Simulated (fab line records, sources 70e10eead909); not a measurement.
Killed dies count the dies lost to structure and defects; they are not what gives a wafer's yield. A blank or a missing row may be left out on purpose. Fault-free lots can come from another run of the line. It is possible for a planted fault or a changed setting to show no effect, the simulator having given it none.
Chamber matching | flow nand-harc | 4 sister chambers for NHARC_P_M1_CMP_23 on cmp-04
The step polishes, t overpolish 20 s, target thk 157.82 nm. 4 wafers are shown with their chamber, then 9 later ones without.

== EACH WAFER AND ITS CHAMBER ==
wafer  | chamber | motor-current-A (A)
L086.3 | 0       | 10.6
L086.4 | 2       | 12.5
L090.3 | 3       | 13.3
L090.6 | 1       | 12.5

== WAFERS MISSING THEIR CHAMBER ==
wafer  | motor-current-A (A)
L094.1 | 12.9
L094.3 | 14.1
L094.4 | 10.5
L096.2 | 10.9
L096.3 | 13.2
L096.4 | 14.0
L097.1 | 13.2
L097.2 | 12.9
L097.5 | 13.6

== EACH ONE'S CHAMBER ==
wafer  | from the rows above          | in truth
L094.1 | can't be placed: 1 or 2 or 3 | 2
L094.3 | can't be placed: 3 or 1 or 2 | 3
L094.4 | 0                            | 0
L096.2 | 0                            | 0
L096.3 | can't be placed: 3 or 1 or 2 | 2
L096.4 | can't be placed: 3 or 1 or 2 | 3
L097.1 | can't be placed: 3 or 1 or 2 | 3
L097.2 | can't be placed: 1 or 2 or 3 | 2
L097.5 | can't be placed: 3 or 1 or 2 | 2
Placed correctly: 2 of 9. Unplaceable from these rows: 7, with the true chamber sitting among the candidates in 7. 0 placed wrongly.
How it was worked out, from the rows above alone: a wafer's distance from a chamber is the root of the sum, over the readings, of the square of ((its reading less the chamber's mean) divided by the reading's scatter). The wafer belongs to the nearest chamber; if the next one is less than 2 further off, it can't be placed. Each chamber's mean is taken over the wafers shown for it. The scatter (one wafer shown for each chamber): square how far every hidden wafer sits from the nearest shown wafer, average those squares and take the square root.
